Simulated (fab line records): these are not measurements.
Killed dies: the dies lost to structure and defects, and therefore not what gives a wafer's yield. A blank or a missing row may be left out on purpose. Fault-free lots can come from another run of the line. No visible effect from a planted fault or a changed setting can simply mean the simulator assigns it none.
Which of the tools did it?	flow n5 finfet	72 wafers from 24 lots sampled at 6 of the route's 1938 steps

== WHAT EACH GAUGE READ, for each wafer ==
Not one reading of a measure or inspect step in the record can be checked against a usual standard deviation.

== EACH LOT AND THE TOOL THAT RAN IT (in order: tool; ch and the chambers of the sampled wafers; start) ==
lot	N5_BEOL_M3_ETCH_69	N5_BEOL_M3_TRENCH_ETCH_37	N5_BEOL_M3_SURFACE_TREAT_85	N5_BEOL_M3_ANNEAL_80	N5_BEOL_M3_SPUTTER_90	N5_BEOL_M3_ANNEAL_51
L074	rie diel-03 ch 1,3, day 6 23:50	rie diel-04 ch 1,2, day 7 10:47 or earlier	pvd sputter-01, day 7 10:47	pvd sputter-03, day 7 12:36	pvd sputter-03, day 7 13:28	rtp anneal-02 ch 0, day 7 14:29
L075	rie diel-06 ch 1,2, day 7 20:05	rie diel-06 ch 1,2,3, day 8 05:20 or earlier	pvd sputter-01, day 8 05:20	pvd sputter-02, day 8 06:02	pvd sputter-02, day 8 06:50	rtp anneal-02 ch 0, day 8 07:41
L076	rie diel-03 ch 1,3, day 8 02:37	rie diel-03 ch 0,1, day 8 05:32 or earlier	pvd sputter-01, day 8 05:32	pvd sputter-03, day 8 06:10	pvd sputter-03, day 8 06:58	rtp anneal-02 ch 0, day 8 08:04
L077	rie diel-04 ch 1,2, day 8 10:06	rie diel-03 ch 1,2,3, day 9 00:59 or earlier	pvd sputter-03, day 9 00:59	pvd sputter-01, day 9 01:44	pvd sputter-01, day 9 02:32	rtp anneal-01 ch 0, day 9 03:50
L078	rie diel-06 ch 2,3, day 8 12:34	rie diel-03 ch 1,2,3, day 9 08:31 or earlier	pvd sputter-03, day 9 08:31	pvd sputter-03, day 9 09:17	pvd sputter-03, day 9 10:05	rtp anneal-01 ch 0, day 9 10:59
L079	rie diel-03 ch 1,2,3, day 8 19:19	rie diel-06 ch 0,3, day 9 08:36 or earlier	pvd sputter-01, day 9 08:36	pvd sputter-01, day 9 09:32	pvd sputter-01, day 9 10:20	rtp anneal-02 ch 0, day 9 11:11
L080	rie diel-06 ch 0,1, day 8 21:11	rie diel-03 ch 0,1, day 9 08:46 or earlier	pvd sputter-03, day 9 08:46	pvd sputter-02, day 9 10:48	pvd sputter-02, day 9 11:36	rtp anneal-02 ch 0, day 9 12:50
L082	rie diel-03 ch 1,3, day 9 01:18	rie diel-03 ch 0,1,2, day 9 14:02 or earlier	pvd sputter-01, day 9 14:02	pvd sputter-02, day 9 14:37	pvd sputter-02, day 9 15:25	rtp anneal-02 ch 0, day 9 16:19
L081	rie diel-06 ch 1,2, day 9 12:05	rie diel-04 ch 1,2,3, day 9 14:10 or earlier	pvd sputter-01, day 9 14:10	pvd sputter-01, day 9 14:46	pvd sputter-01, day 9 15:34	rtp anneal-02 ch 0, day 9 16:38
L083	rie diel-04 ch 0,1,3, day 9 13:31	rie diel-06 ch 0,2,3, day 9 17:38 or earlier	pvd sputter-03, day 9 17:38	pvd sputter-01, day 9 18:22	pvd sputter-01, day 9 19:10	rtp anneal-01 ch 0, day 9 20:01
L084	rie diel-04 ch 1,3, day 10 07:15	rie diel-03 ch 0,2,3, day 10 09:07 or earlier	pvd sputter-03, day 10 09:07	pvd sputter-03, day 10 10:02	pvd sputter-03, day 10 10:50	rtp anneal-02 ch 0, day 10 11:41
L085	rie diel-06 ch 1,2,3, day 10 14:35	rie diel-04 ch 0,2,3, day 10 20:02 or earlier	pvd sputter-02, day 10 20:02	pvd sputter-03, day 10 22:25	pvd sputter-03, day 10 23:13	rtp anneal-02 ch 0, day 11 00:04
L087	rie diel-04 ch 1,2,3, day 10 20:58	rie diel-04 ch 1,3, day 11 06:28 or earlier	pvd sputter-01, day 11 06:28	pvd sputter-01, day 11 07:10	pvd sputter-01, day 11 07:58	rtp anneal-02 ch 0, day 11 08:49
L086	rie diel-06 ch 0,2,3, day 11 02:23	rie diel-04 ch 0,2,3, day 11 06:55 or earlier	pvd sputter-03, day 11 06:55	pvd sputter-02, day 11 07:35	pvd sputter-02, day 11 08:23	rtp anneal-02 ch 0, day 11 09:17
L090	rie diel-04 ch 2,3, day 11 02:39	rie diel-04 ch 0,2, day 11 10:59 or earlier	pvd sputter-01, day 11 10:59	pvd sputter-01, day 11 11:32	pvd sputter-01, day 11 12:20	rtp anneal-02 ch 0, day 11 13:11
L089	rie diel-06 ch 2,3, day 11 05:52	rie diel-04 ch 1,3, day 11 16:55 or earlier	pvd sputter-03, day 11 16:55	pvd sputter-01, day 11 17:28	pvd sputter-01, day 11 18:16	rtp anneal-01 ch 0, day 11 19:08
L088	rie diel-06 ch 2,3, day 11 06:55	rie diel-06 ch 0,2,3, day 11 18:22 or earlier	pvd sputter-03, day 11 18:22	pvd sputter-01, day 11 19:19	pvd sputter-01, day 11 20:07	rtp anneal-02 ch 0, day 11 20:58
L091	rie diel-03 ch 0,1,2, day 11 15:50	rie diel-03 ch 0,1,2, day 12 10:51 or earlier	pvd sputter-01, day 12 10:51	pvd sputter-01, day 12 11:23	pvd sputter-01, day 12 12:11	rtp anneal-02 ch 0, day 12 13:03
L092	rie diel-06 ch 0,1,2, day 11 19:34	rie diel-03 ch 0,2,3, day 12 06:35 or earlier	pvd sputter-02, day 12 06:35	pvd sputter-01, day 12 07:13	pvd sputter-01, day 12 08:01	rtp anneal-01 ch 0, day 12 08:52
L093	rie diel-04 ch 0,1,3, day 11 20:58	rie diel-04 ch 1,2,3, day 12 06:47 or earlier	pvd sputter-02, day 12 06:47	pvd sputter-02, day 12 07:34	pvd sputter-02, day 12 08:22	rtp anneal-02 ch 0, day 12 09:13
L096	rie diel-06 ch 0,1, day 12 19:09	rie diel-03 ch 1,2, day 13 02:40 or earlier	pvd sputter-02, day 13 02:40	pvd sputter-03, day 13 03:22	pvd sputter-03, day 13 04:10	rtp anneal-02 ch 0, day 13 05:10
L094	rie diel-03 ch 0,3, day 12 19:13	rie diel-06 ch 0,1,3, day 13 02:57 or earlier	pvd sputter-03, day 13 02:57	pvd sputter-01, day 13 04:41	pvd sputter-01, day 13 05:29	rtp anneal-01 ch 0, day 13 06:31
L095	rie diel-06 ch 1,3, day 12 22:52	rie diel-04 ch 1,2,3, day 13 05:14 or earlier	pvd sputter-03, day 13 05:14	pvd sputter-03, day 13 05:46	pvd sputter-03, day 13 06:34	rtp anneal-02 ch 0, day 13 07:29
L097	rie diel-06 ch 1,3, day 13 07:33	rie diel-03 ch 0,1, day 13 13:31 or earlier	pvd sputter-02, day 13 13:31	pvd sputter-02, day 13 14:05	pvd sputter-02, day 13 14:59	rtp anneal-01 ch 0, day 13 15:59
- N5_BEOL_M3_ETCH_69: etches SiARC in CF4, target depth 15.6 nm, time 26 s.
- N5_BEOL_M3_TRENCH_ETCH_37: etches SiOC in C4F6/O2, target depth 55.555 nm, time 29.2 s.
- N5_BEOL_M3_SURFACE_TREAT_85
- N5_BEOL_M3_ANNEAL_80: time 240 s.
- N5_BEOL_M3_SPUTTER_90: material Cu, target thk 4.5 nm, time 8.29 s.
- N5_BEOL_M3_ANNEAL_51: time 90 s.

== AS READ BY THE TOOLS THEMSELVES (means over the sampled wafers that have a number; for cases with no such wafer, the mark the record gives instead) ==
N5_BEOL_M3_ETCH_69. Usual: drypump motor current A 5.6 A, standard deviation 0.42; etch rf on time s 26.4 s, standard deviation 0.84; oes product au 0.66 a.u., standard deviation 0.066; rf vpp V 184.0 V, standard deviation 1.1; showerhead plenum p Torr 2.13 Torr, standard deviation 0.055; throttle valve pct 15.67 %, standard deviation 0.2.
lot	tool	drypump motor current A (A)	etch rf on time s (s)	oes product au (a.u.)	rf vpp V (V)	showerhead plenum p Torr (Torr)	throttle valve pct (%)	flag
L074	rie diel-03	6.1	25.6	0.79	184.7	2.21	15.61	
L075	rie diel-06	6.0	26.6	0.61	183.0	2.12	15.81	
L076	rie diel-03	5.7	26.5	0.76	185.2	2.24	15.59	
L077	rie diel-04	5.6	25.3	0.61	183.0	2.07	15.89	
L078	rie diel-06	6.1	26.3	0.70	184.1	2.16	15.56	
L079	rie diel-03	5.7	25.7	0.77	185.6	2.19	15.47	
L080	rie diel-06	5.4	27.0	0.67	183.9	2.10	15.59	
L082	rie diel-03	5.7	26.7	0.74	185.3	2.23	15.60	
L081	rie diel-06	5.9	26.8	0.60	183.9	2.11	15.84	
L083	rie diel-04	5.5	26.4	0.65	183.3	2.11	15.67	
L084	rie diel-04	5.2	26.5	0.69	184.0	2.10	15.55	
L085	rie diel-06	6.0	26.2	0.65	184.5	2.13	15.72	
L087	rie diel-04	5.4	25.9	0.64	183.3	2.08	15.73	
L086	rie diel-06	5.8	27.1	0.65	184.7	2.12	15.62	
L090	rie diel-04	5.4	26.5	0.67	182.7	2.07	15.71	
L089	rie diel-06	6.1	26.5	0.67	182.8	2.15	15.60	
L088	rie diel-06	6.2	26.2	0.67	184.6	2.15	15.60	
L091	rie diel-03	5.3	26.8	0.69	184.6	2.17	15.56	
L092	rie diel-06	5.6	26.7	0.62	183.6	2.10	15.77	
L093	rie diel-04	5.4	26.4	0.63	183.7	2.10	15.71	
L096	rie diel-06	5.4	27.2	0.64	183.1	2.09	15.66	
L094	rie diel-03	5.5	26.4	0.64	184.2	2.15	15.83	
L095	rie diel-06	6.0	26.2	0.67	183.9	2.15	15.63	
L097	rie diel-06	5.9	25.9	0.64	184.2	2.13	15.77	

N5_BEOL_M3_TRENCH_ETCH_37. Usual: O2_flow_sccm 10.00 sccm, standard deviation 0.034; drypump motor current A 5.6 A, standard deviation 0.43; oes_ar_750_au 0.79 a.u., standard deviation 0.08; oes_f_703_au 0.79 a.u., standard deviation 0.082; oes product au 0.79 a.u., standard deviation 0.086; rf vpp V 672 V, standard deviation 30; showerhead plenum p Torr 2.85 Torr, standard deviation 0.09; throttle valve pct 20.94 %, standard deviation 0.21.
lot	tool	O2_flow_sccm (sccm)	drypump motor current A (A)	oes_ar_750_au (a.u.)	oes_f_703_au (a.u.)	oes product au (a.u.)	rf vpp V (V)	showerhead plenum p Torr (Torr)	throttle valve pct (%)	flag
L074	rie diel-04	9.98	5.4	0.73	0.74	0.71	642	2.79	20.98	
L075	rie diel-06	10.00	6.0	0.77	0.76	0.78	682	2.84	20.88	
L076	rie diel-03	10.00	5.3	0.82	0.79	0.84	718	2.97	20.99	
L077	rie diel-03	9.97	5.7	0.89	0.88	0.91	684	2.92	20.88	
L078	rie diel-03	10.02	5.7	0.88	0.87	0.89	684	2.92	20.89	
L079	rie diel-06	10.00	5.5	0.83	0.80	0.83	668	2.81	20.72	
L080	rie diel-03	10.00	5.2	0.76	0.72	0.77	717	2.91	21.03	
L082	rie diel-03	9.97	5.3	0.82	0.81	0.83	702	2.89	20.83	
L081	rie diel-04	10.00	5.4	0.76	0.78	0.75	641	2.77	20.97	
L083	rie diel-06	9.99	5.8	0.78	0.78	0.78	665	2.82	20.81	
L084	rie diel-03	10.02	5.6	0.82	0.80	0.82	682	2.85	20.93	
L085	rie diel-04	10.03	5.6	0.76	0.78	0.74	640	2.76	21.05	
L087	rie diel-04	9.96	5.2	0.80	0.81	0.79	646	2.79	20.82	
L086	rie diel-04	9.97	5.6	0.75	0.77	0.74	641	2.76	21.07	
L090	rie diel-04	9.98	5.8	0.71	0.74	0.69	640	2.77	21.15	
L089	rie diel-04	10.04	5.2	0.79	0.80	0.78	646	2.79	20.82	
L088	rie diel-06	10.04	5.8	0.77	0.76	0.76	665	2.81	20.84	
L091	rie diel-03	9.97	5.3	0.80	0.78	0.80	702	2.89	20.85	
L092	rie diel-03	9.98	5.6	0.81	0.79	0.82	682	2.85	20.94	
L093	rie diel-04	9.99	5.4	0.86	0.87	0.84	645	2.87	20.90	
L096	rie diel-03	9.99	5.3	0.86	0.85	0.86	687	2.87	20.67	
L094	rie diel-06	10.00	5.7	0.76	0.74	0.77	684	2.81	20.85	
L095	rie diel-04	9.97	5.4	0.83	0.85	0.82	644	2.87	20.91	
L097	rie diel-03	9.99	5.2	0.73	0.70	0.75	716	2.89	21.06	

N5_BEOL_M3_ANNEAL_80. Usual: 845 W for heater power w, sd 59.
lot	tool	heater power w (W)	flag
L074	pvd sputter-03	802	
L075	pvd sputter-02	851	
L076	pvd sputter-03	816	
L077	pvd sputter-01	895	
L078	pvd sputter-03	838	
L079	pvd sputter-01	857	
L080	pvd sputter-02	859	
L082	pvd sputter-02	852	
L081	pvd sputter-01	865	
L083	pvd sputter-01	918	
L084	pvd sputter-03	827	
L085	pvd sputter-03	803	
L087	pvd sputter-01	856	
L086	pvd sputter-02	850	
L090	pvd sputter-01	826	
L089	pvd sputter-01	869	
L088	pvd sputter-01	831	
L091	pvd sputter-01	846	
L092	pvd sputter-01	860	
L093	pvd sputter-02	839	
L096	pvd sputter-03	781	
L094	pvd sputter-01	840	
L095	pvd sputter-03	804	
L097	pvd sputter-02	809	

N5_BEOL_M3_SPUTTER_90. Usual: 29.7 % for throttle valve pct, sd 0.86.
lot	tool	throttle valve pct (%)	flag
L074	pvd sputter-03	30.2	
L075	pvd sputter-02	30.0	
L076	pvd sputter-03	30.5	
L077	pvd sputter-01	29.3	
L078	pvd sputter-03	29.4	
L079	pvd sputter-01	29.4	
L080	pvd sputter-02	29.9	
L082	pvd sputter-02	30.3	
L081	pvd sputter-01	29.5	
L083	pvd sputter-01	28.5	
L084	pvd sputter-03	30.1	
L085	pvd sputter-03	30.1	
L087	pvd sputter-01	29.0	
L086	pvd sputter-02	29.9	
L090	pvd sputter-01	29.8	
L089	pvd sputter-01	29.5	
L088	pvd sputter-01	29.7	
L091	pvd sputter-01	29.1	
L092	pvd sputter-01	29.6	
L093	pvd sputter-02	30.0	
L096	pvd sputter-03	29.8	
L094	pvd sputter-01	29.8	
L095	pvd sputter-03	30.7	
L097	pvd sputter-02	30.7	

N5_BEOL_M3_ANNEAL_51. Usual: anneal temp c max 226.07, standard deviation 0.28; wafer_temp_C_max 225.8, standard deviation 0.35.
lot	tool	anneal temp c max	wafer_temp_C_max	flag
L074	rtp anneal-02	225.67	225.4	
L075	rtp anneal-02	225.93	225.7	
L076	rtp anneal-02	226.15	225.6	
L077	rtp anneal-01	226.36	226.6	
L078	rtp anneal-01	226.21	226.2	
L079	rtp anneal-02	226.32	225.9	
L080	rtp anneal-02	226.16	225.7	
L082	rtp anneal-02	225.91	225.5	
L081	rtp anneal-02	226.17	225.6	
L083	rtp anneal-01	226.33	226.2	
L084	rtp anneal-02	225.93	225.5	
L085	rtp anneal-02	226.29	225.6	
L087	rtp anneal-02	225.72	225.4	
L086	rtp anneal-02	226.37	225.7	
L090	rtp anneal-02	225.99	225.6	
L089	rtp anneal-01	226.07	226.3	
L088	rtp anneal-02	225.91	225.6	
L091	rtp anneal-02	226.10	225.8	
L092	rtp anneal-01	226.21	226.0	
L093	rtp anneal-02	225.97	225.6	
L096	rtp anneal-02	225.94	225.7	
L094	rtp anneal-01	226.14	226.3	
L095	rtp anneal-02	225.85	225.7	
L097	rtp anneal-01	226.06	226.5	

== THE ANSWER, worked out from the rows above alone ==
Rule: a lot is off if the mean of its wafers that have a number lies more than 3 standard deviations from the usual mean. A lot without any number at a reading at which 4 lots or more have one is off too. All remaining lots with rows at the step are treated as sound. First the gauges in route order, then the tools' own readings, where a lot's mean is used as printed above. At the first step where some lot is off, the reading lying furthest off is the one used; lots without a number count as furthest.
No lot is off on any of the readings shown, so nothing can be concluded from this.

== WHAT THE SIMULATOR HAD INSERTED ==
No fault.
